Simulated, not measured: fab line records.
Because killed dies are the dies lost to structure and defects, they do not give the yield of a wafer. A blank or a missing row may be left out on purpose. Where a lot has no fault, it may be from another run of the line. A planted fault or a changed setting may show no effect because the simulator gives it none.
Which tool was responsible? || flow nand-harc || 6 lots with 18 wafers sampled at 4 steps, on a route of 1159 steps

== WHAT THE GAUGES SHOWED, per wafer ==
NHARC_A_ONON_D1_THK_MEAS_05: measures by ellipsometry.
{"lot": "L825", "measured": "day 8 06:58", "on": "film-metro-02", "thk-nm (nm)": "996 995 995"}
{"lot": "L826", "measured": "day 8 18:28", "on": "film-metro-02", "thk-nm (nm)": "1013 1010 1011"}
{"lot": "L827", "measured": "day 9 12:26", "on": "film-metro-01", "thk-nm (nm)": "1004 1003 1004"}
{"lot": "L832", "measured": "day 9 15:50", "on": "film-metro-01", "thk-nm (nm)": "997 996 995"}
{"lot": "L839", "measured": "day 11 15:58", "on": "film-metro-02", "thk-nm (nm)": "1552 1015 1550"}
{"lot": "L844", "measured": "day 13 03:01", "on": "film-metro-01", "thk-nm (nm)": "994 995 995"}

== EACH LOT AND THE TOOL THAT RAN IT (in order: tool; ch and the chambers of the sampled wafers; start) ==
{"lot": "L825", "NHARC_P_BONDPAD_ETCH_12": "rie-diel-13 ch 0,1, day 7 06:16 or earlier", "NHARC_P_BONDPAD_ACTIVATE_29": "rie-diel-09 ch 0,2, day 7 06:16", "NHARC_A_ONON_D1_DEP_03": "pecvd-onon-04 ch 0, day 8 06:31"}
{"lot": "L826", "NHARC_P_BONDPAD_ETCH_12": "rie-diel-13 ch 2,3, day 7 18:02 or earlier", "NHARC_P_BONDPAD_ACTIVATE_29": "rie-diel-09 ch 0,2,3, day 7 18:02", "NHARC_A_ONON_D1_DEP_03": "pecvd-onon-04 ch 0, day 8 18:01"}
{"lot": "L827", "NHARC_P_BONDPAD_ETCH_12": "rie-diel-09 ch 0,1,3, day 8 11:26 or earlier", "NHARC_P_BONDPAD_ACTIVATE_29": "rie-diel-09 ch 0,2, day 8 11:26", "NHARC_A_ONON_D1_DEP_03": "pecvd-onon-04 ch 0, day 9 11:56"}
{"lot": "L832", "NHARC_P_BONDPAD_ETCH_12": "rie-diel-13 ch 0,1,3, day 8 16:08 or earlier", "NHARC_P_BONDPAD_ACTIVATE_29": "rie-diel-13 ch 0,1,2, day 8 16:08", "NHARC_A_ONON_D1_DEP_03": "pecvd-onon-02 ch 0, day 9 15:19"}
{"lot": "L839", "NHARC_P_BONDPAD_ETCH_12": "rie-diel-09 ch 0,2, day 10 16:45 or earlier", "NHARC_P_BONDPAD_ACTIVATE_29": "rie-diel-04 ch 0,1, day 10 16:45", "NHARC_A_ONON_D1_DEP_03": "pecvd-onon-03 ch 0, day 11 15:26"}
{"lot": "L844", "NHARC_P_BONDPAD_ETCH_12": "rie-diel-09 ch 1,2,3, day 12 02:35 or earlier", "NHARC_P_BONDPAD_ACTIVATE_29": "rie-diel-09 ch 1,2,3, day 12 02:35", "NHARC_A_ONON_D1_DEP_03": "pecvd-onon-02 ch 0, day 13 02:30"}
- NHARC_P_BONDPAD_ETCH_12: etches the open film in CHF3/O2, target depth 200 nm, time 100 s.
- NHARC_P_BONDPAD_ACTIVATE_29: chemistry N2, time 60 s.
- NHARC_A_ONON_D1_DEP_03: target thk 1000 nm.

== THE ANSWER, worked out from the rows above alone ==
Rule: what is usual is taken from the lots themselves. Put in order of their means at a reading, lots are off if they are a third of the lots or fewer, leave a main group of 4 or more, and stand apart from it by a gap of 3 or more times the standard deviation of the main group's means; of several such gaps the widest counts. A main group whose means are all the same, to the digits that the tables above print for the reading, isn't used. A lot without any number at a reading at which 4 lots or more have one is off too. The other lots that the step has rows for count as sound.
Off: L839 (NHARC_A_ONON_D1_THK_MEAS_05, thk-nm). The main group has a mean of 1000 nm with a standard deviation of 6.4.
If a tool, at a process step before that reading, ran all the lots that are off and no sound lot after the first of them, it fits. Gauges at NHARC_A_ONON_D1_THK_MEAS_05: tried the same way as those tools. NHARC_P_BONDPAD_ETCH_12: start missing for some lots; hours and lot order therefore follow NHARC_P_BONDPAD_ACTIVATE_29. Can't be told from this: 3 tools fit, rie-diel-04 at NHARC_P_BONDPAD_ACTIVATE_29, pecvd-onon-03 at NHARC_A_ONON_D1_DEP_03, film-metro-02 at NHARC_A_ONON_D1_THK_MEAS_05.

== WHAT WAS PUT IN BY THE SIMULATOR ==
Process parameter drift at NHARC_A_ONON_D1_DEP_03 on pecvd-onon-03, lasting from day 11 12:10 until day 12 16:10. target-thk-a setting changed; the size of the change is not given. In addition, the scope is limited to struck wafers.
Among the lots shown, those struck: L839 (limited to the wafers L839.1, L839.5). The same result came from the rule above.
